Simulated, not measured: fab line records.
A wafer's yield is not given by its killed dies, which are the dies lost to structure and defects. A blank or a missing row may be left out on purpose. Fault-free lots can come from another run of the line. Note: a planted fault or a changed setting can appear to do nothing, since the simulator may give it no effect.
What tool caused it? :: flow nandHarc :: Sampling: 11 lots, 33 wafers, 3 of 1159 route steps

== WHAT EACH GAUGE READ, for each wafer ==
NHARC_P_GATE_CD_MEAS_26 targets a cd of 120 nm. Usual: cdNm at 119.7 nm, with a standard deviation of 0.57.
lot: L136
measured: day 4 13:29
on: cdSem-02
cdNm (nm): 119.6 120.1 119.9
flag: 

lot: L137
measured: day 4 13:39
on: cdSem-02
cdNm (nm): 119.8 119.4 120.3
flag: 

lot: L139
measured: day 5 04:25
on: cdSem-02
cdNm (nm): 121.1 120.0 121.1
flag: 

lot: L138
measured: day 5 04:35
on: cdSem-01
cdNm (nm): 120.7 119.2 119.5
flag: 

lot: L142
measured: day 6 02:40
on: cdSem-03
cdNm (nm): 118.2 118.1 118.8
flag: 

lot: L143
measured: day 6 14:40
on: cdSem-03
cdNm (nm): 119.0 119.5 119.6
flag: 

lot: L145
measured: day 6 20:49
on: cdSem-02
cdNm (nm): 120.1 119.5 119.4
flag: 

lot: L148
measured: day 8 00:46
on: cdSem-01
cdNm (nm): 118.8 119.7 119.9
flag: 

lot: L147
measured: day 8 01:19
on: cdSem-02
cdNm (nm): 120.5 119.3 119.8
flag: 

lot: L154
measured: day 9 07:16
on: cdSem-03
cdNm (nm): 123.9 124.3 124.1
flag: OFF

lot: L156
measured: day 9 17:09
on: cdSem-03
cdNm (nm): 124.5 124.6 124.8
flag: OFF

NHARC_P_GATE_CD_MEAS_33. Usual: cdNm at 120.5 nm, with a standard deviation of 2.
lot: L136
measured: day 4 14:31
on: cdSem-02
cdNm (nm): 121.7 120.2 120.7
flag: 

lot: L137
measured: day 4 14:41
on: cdSem-03
cdNm (nm): 119.1 119.3 120.0
flag: 

lot: L139
measured: day 5 05:25
on: cdSem-01
cdNm (nm): 121.9 119.2 123.0
flag: 

lot: L138
measured: day 5 05:34
on: cdSem-01
cdNm (nm): 121.2 120.3 121.3
flag: 

lot: L142
measured: day 6 03:40
on: cdSem-01
cdNm (nm): 119.2 117.7 118.0
flag: 

lot: L143
measured: day 6 15:53
on: cdSem-02
cdNm (nm): 119.8 116.1 120.0
flag: 

lot: L145
measured: day 6 21:52
on: cdSem-01
cdNm (nm): 118.5 119.5 117.6
flag: 

lot: L148
measured: day 8 02:18
on: cdSem-01
cdNm (nm): 122.2 120.2 122.7
flag: 

lot: L147
measured: day 8 02:43
on: cdSem-02
cdNm (nm): 121.6 118.1 122.9
flag: 

lot: L154
measured: day 9 08:55
on: cdSem-01
cdNm (nm): 128.1 126.3 125.1
flag: 

lot: L156
measured: day 9 18:36
on: cdSem-02
cdNm (nm): 128.4 127.7 126.6
flag: OFF

== EACH LOT AND THE TOOL THAT RAN IT (in order: tool; ch and the chambers of the sampled wafers; start) ==
lot: L136
NHARC_P_GATE_PEB_24: lithoTrack-06 ch 0, day 4 13:25

lot: L137
NHARC_P_GATE_PEB_24: lithoTrack-01 ch 0, day 4 13:34

lot: L139
NHARC_P_GATE_PEB_24: lithoTrack-04 ch 0, day 5 04:21

lot: L138
NHARC_P_GATE_PEB_24: lithoTrack-01 ch 0, day 5 04:30

lot: L142
NHARC_P_GATE_PEB_24: lithoTrack-01 ch 0, day 6 02:34

lot: L143
NHARC_P_GATE_PEB_24: lithoTrack-01 ch 0, day 6 14:35

lot: L145
NHARC_P_GATE_PEB_24: lithoTrack-04 ch 0, day 6 20:44

lot: L148
NHARC_P_GATE_PEB_24: lithoTrack-04 ch 0, day 8 00:41

lot: L147
NHARC_P_GATE_PEB_24: lithoTrack-04 ch 0, day 8 01:14

lot: L154
NHARC_P_GATE_PEB_24: lithoTrack-04 ch 0, day 9 07:11

lot: L156
NHARC_P_GATE_PEB_24: lithoTrack-04 ch 0, day 9 17:04
- NHARC_P_GATE_PEB_24: peb time 65 s.

== WHAT THE TOOLS THEMSELVES READ (means of the sampled wafers that have a number; where no wafer has one, the mark that the record gives instead) ==
NHARC_P_GATE_PEB_24. Usual: heaterPowerTotalW 156.6 W, standard deviation 0.44; resistLineTempC 23.01 C, standard deviation 0.1.
lot: L136
tool: lithoTrack-06
heaterPowerTotalW (W): 156.4
resistLineTempC (C): 23.14
flag: 

lot: L137
tool: lithoTrack-01
heaterPowerTotalW (W): 156.4
resistLineTempC (C): 23.04
flag: 

lot: L139
tool: lithoTrack-04
heaterPowerTotalW (W): 156.5
resistLineTempC (C): 22.89
flag: 

lot: L138
tool: lithoTrack-01
heaterPowerTotalW (W): 156.6
resistLineTempC (C): 23.06
flag: 

lot: L142
tool: lithoTrack-01
heaterPowerTotalW (W): 156.6
resistLineTempC (C): 23.05
flag: 

lot: L143
tool: lithoTrack-01
heaterPowerTotalW (W): 156.8
resistLineTempC (C): 23.01
flag: 

lot: L145
tool: lithoTrack-04
heaterPowerTotalW (W): 156.5
resistLineTempC (C): 22.92
flag: 

lot: L148
tool: lithoTrack-04
heaterPowerTotalW (W): 156.7
resistLineTempC (C): 23.17
flag: 

lot: L147
tool: lithoTrack-04
heaterPowerTotalW (W): 156.3
resistLineTempC (C): 23.00
flag: 

lot: L154
tool: lithoTrack-04
heaterPowerTotalW (W): 167.4
resistLineTempC (C): 23.03
flag: OFF

lot: L156
tool: lithoTrack-04
heaterPowerTotalW (W): 167.8
resistLineTempC (C): 22.99
flag: OFF

== THE ANSWER, worked out from the rows above alone ==
Rule: take the mean of a lot's wafers that have a number; if it is more than 3 standard deviations from the usual mean, the lot is off. A lot without any number at a reading at which 4 lots or more have one is off too. All remaining lots with rows at the step are treated as sound. First the gauges in route order, then the tools' own readings, where a lot's mean is used as printed above. The first step at which some lot is off is used, and at that step the reading that is off furthest; a lot without a number counts as furthest.
Off, at NHARC_P_GATE_CD_MEAS_26 on cdNm: L154, L156.
A tool fits if, at a process step before that reading, it ran every lot that is off, and no sound lot after the first of them. The gauges at NHARC_P_GATE_CD_MEAS_26 aren't tried: what is off there is off at NHARC_P_GATE_PEB_24 too, on other tools, and a gauge's error can't cause that. One fits: NHARC_P_GATE_PEB_24 on lithoTrack-04. Its last sound lot is L147 (day 8 01:14), its first lot that is off L154 (day 9 07:11): a fault that began between those two fits.
On the lots that are off, the tool's own readings at NHARC_P_GATE_PEB_24 differ by more than 5 times the standard deviation of the sound lots' means, which bears it out; heaterPowerTotalW reads 167.6 W there versus 156.5 W on the sound lots.

== WHAT HAD BEEN PUT IN BY THE SIMULATOR ==
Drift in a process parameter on lithoTrack-04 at NHARC_P_GATE_PEB_24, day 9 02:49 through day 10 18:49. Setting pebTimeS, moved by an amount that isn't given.
Lots struck among those shown: L154, L156. The same result came from the rule above.
